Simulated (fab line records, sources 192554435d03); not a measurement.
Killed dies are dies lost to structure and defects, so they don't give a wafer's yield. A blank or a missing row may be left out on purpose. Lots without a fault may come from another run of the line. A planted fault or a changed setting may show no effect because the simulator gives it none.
Chamber matching | flow n5_finfet | N5_BEOL_M1_PRE_CLEAN_60 on cvd_co-02: 3 sister chambers
The step time 15 s. 6 wafers are shown with their chamber, then 12 later ones without.

WAFERS WITH THEIR CHAMBER
wafer  | chamber | heater_power_w (W) | heater_power_outer_w (W)
L082.2 | 0       | 78                 | 16
L090.4 | 0       | 78                 | 16
L090.5 | 1       | 56                 | 11
L091.1 | 2       | 94                 | 18
L091.2 | 1       | 58                 | 10
L091.4 | 2       | 95                 | 19

WAFERS WITHOUT THEIR CHAMBER
wafer  | heater_power_w (W) | heater_power_outer_w (W)
L093.1 | 78                 | 16
L093.4 | 77                 | 16
L093.5 | 95                 | 19
L094.1 | 94                 | 19
L094.2 | 56                 | 10
L094.3 | 78                 | 16
L095.2 | 58                 | 10
L095.4 | 56                 | 10
L095.6 | 78                 | 16
L097.4 | 97                 | 18
L097.5 | 79                 | 17
L097.6 | 57                 | 10

WHICH CHAMBER EACH WENT THROUGH
wafer  | from the rows above | in truth
L093.1 | 0                   | 0
L093.4 | 0                   | 0
L093.5 | 2                   | 2
L094.1 | 2                   | 2
L094.2 | 1                   | 1
L094.3 | 0                   | 0
L095.2 | 1                   | 1
L095.4 | 1                   | 1
L095.6 | 0                   | 0
L097.4 | 2                   | 2
L097.5 | 0                   | 0
L097.6 | 1                   | 1
Placed correctly: 12 of 12. Can't be placed from these rows: 0. Placed wrongly: 0.
How it was worked out, from the rows above alone: a wafer's distance from a chamber is the root of the sum, over the readings, of the square of ((its reading less the chamber's mean) divided by the reading's scatter). The wafer belongs to the nearest chamber; if the next one is less than 2 further off, it can't be placed. A chamber's mean is the mean of its shown wafers. The scatter: the root of (the sum of the squares of (reading less its chamber's mean) over the shown wafers, divided by (wafers less chambers)).
